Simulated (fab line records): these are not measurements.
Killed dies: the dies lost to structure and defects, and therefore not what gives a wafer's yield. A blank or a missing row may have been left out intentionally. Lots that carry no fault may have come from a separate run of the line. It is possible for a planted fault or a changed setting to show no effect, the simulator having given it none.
The tool behind it: which one?	flow n5-finfet	Sampling: 24 lots, 72 wafers, 3 of 1938 route steps

WHAT THE GAUGES SHOWED, per wafer
N5_BEOL_M12_THK_MEAS_50: measures by xrf. Usual: M12_THK 315 nm, standard deviation 4.8.
lot	measured	on	M12_THK (nm)	flag
L075	day 13 15:16	film-metro-02	315 308 313	
L074	day 13 18:32	film-metro-01	320 320 314	
L076	day 13 22:43	film-metro-01	312 312 318	
L078	day 14 01:28	film-metro-01	309 317 317	
L077	day 14 15:19	film-metro-02	319 314 313	
L079	day 14 20:40	film-metro-02	304 311 315	
L081	day 15 15:13	film-metro-02	314 312 315	
L084	day 16 00:40	film-metro-02	318 315 313	
L082	day 16 05:35	film-metro-01	318 316 316	
L080	day 16 12:29	film-metro-02	314 314 310	
L083	day 16 12:46	film-metro-01	311 315 319	
L087	day 16 16:43	film-metro-01	313 328 315	
L085	day 17 08:05	film-metro-01	311 312 307	
L088	day 17 13:18	film-metro-02	314 303 310	
L090	day 18 03:35	film-metro-02	316 331 315	
L089	day 18 03:35	film-metro-02	311 319 309	
L091	day 18 06:26	film-metro-02	316 317 315	
L093	day 18 07:43	film-metro-02	311 312 305	
L095	day 18 12:25	film-metro-02	312 314 308	
L086	day 18 13:04	film-metro-02	318 311 316	
L094	day 19 00:23	film-metro-02	322 313 323	
L092	day 19 01:31	film-metro-02	324 326 317	
L097	day 19 07:07	film-metro-02	324 315 326	
L096	day 19 08:38	film-metro-02	326 309 310	

EACH LOT AND THE TOOL THAT RAN IT (in order: tool; ch and the chambers of the sampled wafers; start)
lot	N5_BEOL_M12_ANNEAL_48	N5_BEOL_M12_CMP_49
L075	rtp-anneal-01 ch 0, day 13 14:45	cmp-02 ch 1,3, day 13 15:00
L074	rtp-anneal-02 ch 0, day 13 17:56	cmp-02 ch 2,3, day 13 18:14
L076	rtp-anneal-01 ch 0, day 13 22:07	cmp-02 ch 0,1, day 13 22:25
L078	rtp-anneal-02 ch 0, day 14 00:35	cmp-02 ch 1,2,3, day 14 01:10
L077	rtp-anneal-01 ch 0, day 14 14:46	cmp-02 ch 0,3, day 14 15:01
L079	rtp-anneal-01 ch 0, day 14 20:12	cmp-03 ch 0,3, day 14 20:22
L081	rtp-anneal-02 ch 0, day 15 14:39	cmp-03 ch 0,1,3, day 15 15:02
L084	rtp-anneal-02 ch 0, day 15 23:32	cmp-02 ch 0,3, day 16 00:22
L082	rtp-anneal-01 ch 0, day 16 05:07	cmp-01 ch 1,2, day 16 05:17
L080	rtp-anneal-01 ch 0, day 16 11:54	cmp-02 ch 0,1,3, day 16 12:19
L083	rtp-anneal-01 ch 0, day 16 12:10	cmp-02 ch 0,1,3, day 16 12:31
L087	rtp-anneal-02 ch 0, day 16 16:08	cmp-03 ch 0,2,3, day 16 16:25
L085	rtp-anneal-01 ch 0, day 17 07:29	cmp-02 ch 0,3, day 17 07:49
L088	rtp-anneal-02 ch 0, day 17 12:47	cmp-02 ch 1,2, day 17 13:00
L090	rtp-anneal-01 ch 0, day 18 03:00	cmp-03 ch 1,2,3, day 18 03:18
L089	rtp-anneal-02 ch 0, day 18 03:04	cmp-02 ch 0,1, day 18 03:17
L091	rtp-anneal-02 ch 0, day 18 05:53	cmp-02 ch 0,1,3, day 18 06:08
L093	rtp-anneal-02 ch 0, day 18 07:06	cmp-01 ch 1,2,3, day 18 07:25
L095	rtp-anneal-02 ch 0, day 18 11:50	cmp-01 ch 0,1,3, day 18 12:08
L086	rtp-anneal-01 ch 0, day 18 12:34	cmp-01 ch 0,1,3, day 18 12:49
L094	rtp-anneal-02 ch 0, day 18 23:47	cmp-03 ch 0,3, day 19 00:05
L092	rtp-anneal-02 ch 0, day 19 00:58	cmp-02 ch 1,2, day 19 01:15
L097	rtp-anneal-01 ch 0, day 19 06:37	cmp-03 ch 2,3, day 19 06:49
L096	rtp-anneal-02 ch 0, day 19 08:07	cmp-03 ch 0,2, day 19 08:22
- N5_BEOL_M12_ANNEAL_48: time 90 s.
- N5_BEOL_M12_CMP_49: polishes, stops on SiOC, t overpolish 20.6 s, target thk 320 nm.

WHAT THE TOOLS THEMSELVES READ (means of the sampled wafers that have a number; where no wafer has one, the mark that the record gives instead)
N5_BEOL_M12_ANNEAL_48. Usual: wafer_temp_C_max 225.91, standard deviation 0.26.
lot	tool	wafer_temp_C_max	flag
L075	rtp-anneal-01	225.99	
L074	rtp-anneal-02	226.01	
L076	rtp-anneal-01	226.02	
L078	rtp-anneal-02	225.66	
L077	rtp-anneal-01	225.73	
L079	rtp-anneal-01	226.01	
L081	rtp-anneal-02	225.59	
L084	rtp-anneal-02	225.82	
L082	rtp-anneal-01	226.35	
L080	rtp-anneal-01	225.89	
L083	rtp-anneal-01	226.25	
L087	rtp-anneal-02	225.89	
L085	rtp-anneal-01	225.95	
L088	rtp-anneal-02	225.57	
L090	rtp-anneal-01	225.93	
L089	rtp-anneal-02	225.94	
L091	rtp-anneal-02	225.69	
L093	rtp-anneal-02	225.88	
L095	rtp-anneal-02	225.87	
L086	rtp-anneal-01	225.96	
L094	rtp-anneal-02	225.75	
L092	rtp-anneal-02	225.61	
L097	rtp-anneal-01	225.87	
L096	rtp-anneal-02	225.93	

N5_BEOL_M12_CMP_49. Usual: barrier-field-endpoint-s 30.0 s, standard deviation 0.63; clearing-platen-down-force-psi 1.4999 psi, standard deviation 0.0028; motor-current-A 6.0 A, standard deviation 0.7; overpolish-run-s 20.599 s, standard deviation 0.01.
lot	tool	barrier-field-endpoint-s (s)	clearing-platen-down-force-psi (psi)	motor-current-A (A)	overpolish-run-s (s)	flag
L075	cmp-02	29.9	1.4985	5.0	20.590	
L074	cmp-02	29.7	1.4993	5.8	20.602	
L076	cmp-02	29.8	1.4986	5.7	20.609	
L078	cmp-02	29.0	1.4986	5.3	20.609	
L077	cmp-02	29.9	1.4998	5.4	20.589	
L079	cmp-03	29.6	1.5027	6.9	20.599	
L081	cmp-03	29.7	1.4976	6.4	20.609	
L084	cmp-02	29.5	1.5003	5.8	20.605	
L082	cmp-01	29.9	1.5017	6.6	20.601	
L080	cmp-02	29.7	1.4983	5.4	20.597	
L083	cmp-02	30.1	1.4989	5.5	20.606	
L087	cmp-03	29.9	1.5001	6.6	20.603	
L085	cmp-02	29.4	1.4991	5.3	20.598	
L088	cmp-02	29.8	1.5012	5.3	20.598	
L090	cmp-03	30.6	1.5007	6.4	20.600	
L089	cmp-02	30.0	1.4955	5.8	20.598	
L091	cmp-02	29.2	1.5001	5.3	20.588	
L093	cmp-01	30.2	1.4998	6.2	20.598	
L095	cmp-01	31.0	1.5002	6.4	20.596	
L086	cmp-01	29.6	1.5003	6.6	20.609	
L094	cmp-03	31.0	1.5013	6.5	20.599	
L092	cmp-02	30.0	1.4993	5.8	20.593	
L097	cmp-03	30.0	1.5035	6.9	20.599	
L096	cmp-03	29.9	1.5006	6.5	20.607	

THE ANSWER, worked out from the rows above alone
Rule: a lot counts as off when the mean over its wafers that have a number is more than 3 standard deviations away from the usual mean. A lot without any number at a reading at which 4 lots or more have one is off too. All remaining lots with rows at the step are treated as sound. Order of review: gauges by route order, followed by the tools' own readings, for which a lot's mean as printed above is used. At the first step where some lot is off, the reading lying furthest off is the one used; lots without a number count as furthest.
Across all readings shown, no lot is off: no conclusion can be drawn from this.

WHAT THE SIMULATOR HAD INSERTED
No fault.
